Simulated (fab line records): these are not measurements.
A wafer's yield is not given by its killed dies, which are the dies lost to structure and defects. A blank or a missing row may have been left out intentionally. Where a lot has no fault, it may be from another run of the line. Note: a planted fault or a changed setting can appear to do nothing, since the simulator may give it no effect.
fab line records	flow n5Finfet	part 2 of 2: steps 4 to 6 of 6
record lots=22	wafers=66	lastDay=18
route steps=1938 shown BEOL_M0_CUTY@712 BEOL_M0@742 BEOL_M1@769
lots that met no fault: from a run of the same line without faults
startH: hours from the record's opening day to when the first of the lot's shown wafers began	waitH: hours since the lot's step before	" same as the row above	L1.1+2: several wafers, shown together as one row	- no value, or no start given	* or withheld: withheld	< > ~ a bound
route shown NAME@n: a module of which the file shows steps, and the number in the route of the first	usual: mean/standard deviation taken from wafers without a fault	same: alike in all rows	chamber/n: place in a boat	sites: each site's reading	_std_site: standard deviation across them	_edge_site: the outer-site mean with the inner-site mean subtracted	radiusMm: how far each site lies from the wafer's centre	mask NAME#n: copy n	behind: the last tool/chamber to shape the wafer	hold: reason for holding the lot/hours on hold/outcome of the hold	device: transistor that didn't switch, given as n, p or np	end of line: the route-end tests of the same wafers	for a step that has no rows: nothing shown but its recipe	killed: count of dies lost to structure and defects at first sort (not the wafer's yield)	map: the dies of a wafer, with x for killed, . for not killed, _ for no die there
set.NAME: the setting the step ran with; set.NAME@STEP: the setting that earlier step ran with	model.NAME: the simulator's own value behind a step, which no gauge read
one table for each step of the route and one row for each wafer, over a sample of lots
services: from which hour (startH, from the record's first day; less than 0 if before it) a tool's chamber was out of use, for how many hours, and why
## steps
# step N5_BEOL_M1_ETCH_77
# recipe chemistry=N2/H2	target=underlayer	targetDepthA=65	maskMaterial=CAR-EUV	timeS=5.2	ionEnergyEv=200	pressureMtorr=30	sourceW=840	biasW=150	n2FlowSccm=200	h2FlowSccm=200	ends=cleared
# usual drypumpMotorCurrentA=5.8/0.47	etchRfOnTimeS=5.22/0.12	oesProductAu=0.64/0.048	rfVppV=523.6/2.7	showerheadPlenumPTorr=2.53/0.084	throttleValvePct=17.89/0.16
lot.wafer	tool	chamber	startH	waitH	drypumpMotorCurrentA	etchRfOnTimeS	oesProductAu	rfHoursCounterH	rfVppV	showerheadPlenumPTorr	throttleValvePct
L074.2	rieDiel-05	2	120.81	0.0	5.6	5.49	0.62	195	526.6	2.63	17.78
L074.3	"	3	"	"	5.6	5.21	0.61	200	525.4	2.64	17.95
L074.4	"	1	"	"	5.7	5.34	0.63	157	521.9	2.43	18.29
L075.1	rieDiel-02	1	128.24	0.0	6.2	5.14	0.63	177	525.8	2.61	17.64
L075.3	"	0	"	"	5.7	5.02	0.64	146	524.3	2.54	17.68
L075.5	"	3	"	"	5.9	5.28	0.61	-	521.8	2.44	18.01
L076.1	rieDiel-02	0	139.59	0.0	5.7	5.00	0.65	149	523.2	2.54	17.69
L076.2	"	1	"	"	6.2	5.10	0.64	180	530.8	2.61	17.63
L076.5	"	1	"	"	6.2	5.10	0.63	-	524.0	2.61	17.63
L077.1	rieDiel-01	3	142.24	0.0	5.0	5.14	0.61	184	520.0	2.43	18.02
L077.2	"	1	"	"	6.5	5.35	0.77	29	525.1	2.60	17.81
L077.3	"	0	"	"	6.0	5.24	0.66	139	520.9	2.44	17.94
L078.3	rieDiel-01	1	149.66	0.0	6.5	5.34	0.77	31	523.9	2.60	17.83
L078.5	"	1	"	"	6.5	5.40	0.76	-	524.9	2.60	17.81
L078.6	"	2	"	"	6.0	5.30	0.62	-	525.4	2.63	17.92
L080.2	rieDiel-02	0	164.60	0.0	5.7	5.05	0.64	159	523.7	2.53	17.69
L080.4	"	0	"	"	5.8	5.07	0.63	-	526.0	2.53	17.70
L080.5	"	2	"	"	5.0	5.11	0.63	-	525.0	2.53	17.80
L079.1	rieDiel-01	1	164.81	0.0	6.5	5.38	0.75	36	524.9	2.60	17.84
L079.4	"	3	"	"	5.0	5.08	0.62	191	519.7	2.43	18.00
L079.6	"	2	"	"	5.9	5.31	0.62	-	526.6	2.63	17.94
L081.1	rieDiel-02	0	169.77	0.0	5.7	5.01	0.63	160	525.1	2.53	17.73
L081.2	"	2	"	"	5.0	5.10	0.63	184	525.0	2.52	17.78
L081.3	"	3	"	"	5.9	5.32	0.60	196	519.4	2.43	18.01
L083.2	rieDiel-02	2	176.28	0.0	4.9	5.20	0.63	187	524.1	2.52	17.78
L083.5	"	2	"	"	4.9	5.11	0.63	-	523.2	2.52	17.76
L083.6	"	1	"	"	6.1	5.19	0.61	-	525.8	2.60	17.68
L082.1	rieDiel-02	1	176.44	0.0	6.2	5.10	0.62	189	524.4	2.60	17.64
L082.3	"	2	"	"	4.9	5.10	0.63	187	523.7	2.52	17.79
L082.6	"	0	"	"	5.8	5.06	0.64	-	525.4	2.53	17.73
L084.3	rieDiel-01	2	187.68	0.0	6.0	5.26	0.62	187	525.5	2.63	17.96
L084.5	"	3	"	"	5.0	5.11	0.61	-	521.0	2.43	18.06
L084.6	"	2	"	"	6.0	5.26	0.62	-	528.7	2.63	17.96
L085.1	rieDiel-01	1	191.93	0.0	6.5	5.35	0.75	45	524.4	2.60	17.84
L085.2	"	0	"	"	6.0	5.17	0.67	152	520.1	2.43	17.96
L085.5	"	0	"	"	6.1	5.17	0.67	-	522.9	2.43	17.96
L086.1	rieDiel-01	0	197.42	0.0	6.0	5.20	0.66	154	522.9	2.43	17.96
L086.3	"	2	"	"	6.0	5.40	0.61	190	525.5	2.63	17.97
L086.4	"	1	"	"	6.5	5.37	0.75	46	523.4	2.60	17.84
L087.2	rieDiel-05	0	201.59	0.0	5.9	5.09	0.72	81	528.4	2.67	17.75
L087.3	"	1	"	"	5.7	5.32	0.60	181	520.7	2.42	18.28
L087.4	"	3	"	"	5.6	5.14	0.60	225	524.8	2.63	18.00
L088.2	rieDiel-05	0	208.00	0.0	5.9	5.05	0.72	83	527.2	2.67	17.77
L088.5	"	1	"	"	5.7	5.35	0.60	-	523.4	2.42	18.32
L088.6	"	2	"	"	5.6	5.37	0.60	-	526.6	2.62	17.84
L089.2	rieDiel-01	3	213.08	0.0	5.0	5.19	0.61	205	519.5	2.42	18.04
L089.3	"	0	"	"	6.0	5.24	0.65	159	520.9	2.43	17.98
L089.6	"	1	"	"	6.5	5.30	0.74	-	526.9	2.59	17.86
L090.1	rieDiel-05	2	219.17	0.0	5.6	5.48	0.59	224	528.5	2.62	17.83
L090.2	"	3	"	"	5.6	5.18	0.59	230	525.6	2.63	17.98
L090.3	"	0	"	"	5.9	5.09	0.72	86	529.4	2.67	17.78
L092.1	rieDiel-01	0	237.46	0.0	6.0	5.22	0.65	167	520.7	2.43	17.97
L092.4	"	1	"	"	6.5	5.30	0.73	59	524.1	2.59	17.83
L092.6	"	1	"	"	6.5	5.30	0.72	-	526.6	2.59	17.89
L093.1	rieDiel-02	2	252.66	0.0	5.0	5.16	0.62	207	523.1	2.52	17.81
L093.3	"	0	"	"	5.7	5.04	0.62	185	522.7	2.52	17.76
L093.5	"	1	"	"	6.2	5.17	0.61	-	525.1	2.59	17.70
L095.2	rieDiel-02	0	253.38	0.0	5.8	5.05	0.63	185	524.8	2.52	17.75
L095.3	"	3	"	"	5.9	5.33	0.59	222	520.2	2.42	18.07
L095.5	"	2	"	"	5.0	5.18	0.61	-	521.7	2.51	17.80
L096.2	rieDiel-02	2	259.60	0.0	5.0	5.11	0.61	209	523.6	2.51	17.83
L096.4	"	0	"	"	5.8	5.02	0.61	187	524.1	2.52	17.75
L096.6	"	0	"	"	5.8	5.06	0.62	-	523.0	2.52	17.77
L097.2	rieDiel-02	2	265.39	0.0	5.0	5.20	0.61	210	523.7	2.51	17.81
L097.3	"	0	"	"	5.7	5.12	0.61	189	523.0	2.52	17.77
L097.6	"	2	"	"	4.9	5.16	0.62	-	520.0	2.51	17.84
# step N5_BEOL_M1_ANNEAL_87
# recipe tempC=400	timeS=240	ambient=vacuum
# usual heaterPowerW=827/100
lot.wafer	tool	chamber	startH	waitH	heaterPowerW
L074.2	pvdSputter-01	-	132.27	0.0	803
L074.3	"	-	"	"	982
L074.4	"	-	"	"	712
L075.1	pvdSputter-03	-	136.43	0.0	669
L075.3	"	-	"	"	968
L075.5	"	-	"	"	909
L076.1	pvdSputter-02	-	142.53	0.0	758
L076.2	"	-	"	"	692
L076.5	"	-	"	"	725
L077.1	pvdSputter-02	-	150.63	0.0	833
L077.2	"	-	"	"	990
L077.3	"	-	"	"	702
L078.3	pvdSputter-02	-	155.80	0.0	700
L078.5	"	-	"	"	779
L078.6	"	-	"	"	962
L080.2	pvdSputter-01	-	167.32	0.0	718
L080.4	"	-	"	"	808
L080.5	"	-	"	"	738
L079.1	pvdSputter-02	-	167.86	0.0	685
L079.4	"	-	"	"	794
L079.6	"	-	"	"	982
L081.1	pvdSputter-02	-	173.25	0.1	799
L081.2	"	-	"	"	976
L081.3	"	-	"	"	718
L083.2	pvdSputter-03	-	180.25	0.0	969
L083.5	"	-	"	"	981
L083.6	"	-	"	"	915
L082.1	pvdSputter-01	-	180.30	0.0	969
L082.3	"	-	"	"	793
L082.6	"	-	"	"	712
L084.3	pvdSputter-01	-	192.76	0.0	728
L084.5	"	-	"	"	954
L084.6	"	-	"	"	801
L085.1	pvdSputter-02	-	196.65	0.0	971
L085.2	"	-	"	"	705
L085.5	"	-	"	"	797
L086.1	pvdSputter-01	-	201.77	0.0	787
L086.3	"	-	"	"	799
L086.4	"	-	"	"	716
L087.2	pvdSputter-03	-	205.11	0.0	675
L087.3	"	-	"	"	916
L087.4	"	-	"	"	801
L088.2	pvdSputter-01	-	215.29	0.0	709
L088.5	"	-	"	"	816
L088.6	"	-	"	"	993
L089.2	pvdSputter-02	-	220.29	0.0	798
L089.3	"	-	"	"	983
L089.6	"	-	"	"	985
L090.1	pvdSputter-03	-	223.83	0.0	802
L090.2	"	-	"	"	664
L090.3	"	-	"	"	924
L092.1	pvdSputter-02	-	239.59	0.0	797
L092.4	"	-	"	"	706
L092.6	"	-	"	"	790
L093.1	pvdSputter-01	-	257.97	0.0	958
L093.3	"	-	"	"	812
L093.5	"	-	"	"	974
L095.2	pvdSputter-03	-	260.87	0.0	911
L095.3	"	-	"	"	975
L095.5	"	-	"	"	967
L096.2	pvdSputter-01	-	262.37	0.0	991
L096.4	"	-	"	"	722
L096.6	"	-	"	"	979
L097.2	pvdSputter-02	-	270.60	0.0	983
L097.3	"	-	"	"	793
L097.6	"	-	"	"	710
# step N5_BEOL_M1_SPUTTER_92
# recipe material=Cu	targetThkA=45	tempC=-20	chamberPressurePa=0.07	powerW=withheld	timeS=8.29
# usual chamberPressurePa=0.07/0.00014	throttleValvePct=30.2/0.64
lot.wafer	tool	chamber	startH	waitH	chamberPressurePa	throttleValvePct
L074.2	pvdSputter-01	-	132.85	0.1	0.06982	30.4
L074.3	"	-	"	"	0.07002	30.1
L074.4	"	-	"	"	0.06992	29.6
L075.1	pvdSputter-03	-	137.01	0.1	0.06992	31.4
L075.3	"	-	"	"	0.0699	29.4
L075.5	"	-	"	"	0.07008	29.8
L076.1	pvdSputter-02	-	143.11	0.1	0.06998	31.8
L076.2	"	-	"	"	0.07004	30.2
L076.5	"	-	"	"	0.07021	30.0
L077.1	pvdSputter-02	-	151.21	0.1	0.06995	30.0
L077.2	"	-	"	"	0.07017	30.5
L077.3	"	-	"	"	0.0701	30.1
L078.3	pvdSputter-02	-	156.38	0.1	0.07008	30.2
L078.5	"	-	"	"	0.06988	31.5
L078.6	"	-	"	"	0.07019	30.3
L080.2	pvdSputter-01	-	167.90	0.1	0.0698	30.0
L080.4	"	-	"	"	0.07015	29.7
L080.5	"	-	"	"	0.06992	29.8
L079.1	pvdSputter-02	-	168.44	0.1	0.07013	30.2
L079.4	"	-	"	"	0.06988	30.1
L079.6	"	-	"	"	0.06994	30.3
L081.1	pvdSputter-02	-	174.41	0.1	0.06996	29.6
L081.2	"	-	"	"	0.07001	30.3
L081.3	"	-	"	"	0.06981	30.2
L083.2	pvdSputter-03	-	180.83	0.1	0.07006	29.5
L083.5	"	-	"	"	0.07008	29.3
L083.6	"	-	"	"	0.07004	29.7
L082.1	pvdSputter-01	-	180.88	0.1	0.06992	30.1
L082.3	"	-	"	"	0.07011	29.5
L082.6	"	-	"	"	0.06998	29.8
L084.3	pvdSputter-01	-	193.34	0.1	0.07013	29.9
L084.5	"	-	"	"	0.06982	30.4
L084.6	"	-	"	"	0.06982	29.8
L085.1	pvdSputter-02	-	197.23	0.1	0.06984	30.4
L085.2	"	-	"	"	0.06993	30.4
L085.5	"	-	"	"	0.06985	31.4
L086.1	pvdSputter-01	-	202.35	0.1	0.07017	29.9
L086.3	"	-	"	"	0.07007	29.7
L086.4	"	-	"	"	0.07005	29.7
L087.2	pvdSputter-03	-	205.69	0.1	0.07013	31.4
L087.3	"	-	"	"	0.06991	29.7
L087.4	"	-	"	"	0.07033	30.0
L088.2	pvdSputter-01	-	215.87	0.1	0.06991	30.0
L088.5	"	-	"	"	0.07033	29.4
L088.6	"	-	"	"	0.06969	30.1
L089.2	pvdSputter-02	-	220.87	0.1	0.07013	30.0
L089.3	"	-	"	"	0.07013	30.4
L089.6	"	-	"	"	0.07007	30.0
L090.1	pvdSputter-03	-	224.41	0.1	0.06984	30.0
L090.2	"	-	"	"	0.06987	31.6
L090.3	"	-	"	"	0.06999	29.6
L092.1	pvdSputter-02	-	240.17	0.1	0.07012	29.7
L092.4	"	-	"	"	0.06989	30.0
L092.6	"	-	"	"	0.07021	31.5
L093.1	pvdSputter-01	-	258.55	0.1	0.06991	30.3
L093.3	"	-	"	"	0.06968	29.5
L093.5	"	-	"	"	0.07	30.3
L095.2	pvdSputter-03	-	261.45	0.1	0.07009	29.6
L095.3	"	-	"	"	0.06972	29.5
L095.5	"	-	"	"	0.06978	29.3
L096.2	pvdSputter-01	-	262.95	0.1	0.07	30.0
L096.4	"	-	"	"	0.07014	29.7
L096.6	"	-	"	"	0.07019	30.2
L097.2	pvdSputter-02	-	271.18	0.1	0.06969	30.3
L097.3	"	-	"	"	0.0701	31.3
L097.6	"	-	"	"	0.06993	29.9
## services
tool	chamber	startH	hours	kind
rieDiel-05	1	91.99	2.6	repair
rieDiel-02	1	92.88	3.0	repair
rieDiel-03	-	97.60	2.8	pm
rieDiel-03	3	101.64	-	clean
rieDiel-03	3	101.64	-	consumableReplace:focusRing
rieDiel-03	3	101.64	-	consumableReplace:showerhead
rieDiel-02	1	113.71	14.4	repair
rieDiel-04	1	120.81	9.9	repair
rieDiel-06	3	135.20	-	clean
rieDiel-04	0	148.13	8.1	repair
pvdSputter-03	-	149.66	0.9	repair
rieDiel-02	1	163.00	10.2	repair
rieDiel-05	1	177.64	1.4	repair
rieDiel-01	0	181.02	4.1	repair
rtpAnneal-02	-	226.70	4.6	pm
rieDiel-04	2	239.29	-	clean
rieDiel-04	2	239.29	-	consumableReplace:focusRing
rieDiel-04	2	239.29	25.0	scheduledDown
rieDiel-04	2	239.29	25.0	ventCycle
rieDiel-03	1	241.09	-	clean
rieDiel-03	1	241.09	-	consumableReplace:focusRing
rieDiel-03	1	241.09	-	consumableReplace:showerhead
rieDiel-06	2	243.08	8.3	repair
pvdSputter-01	-	265.37	5.6	repair
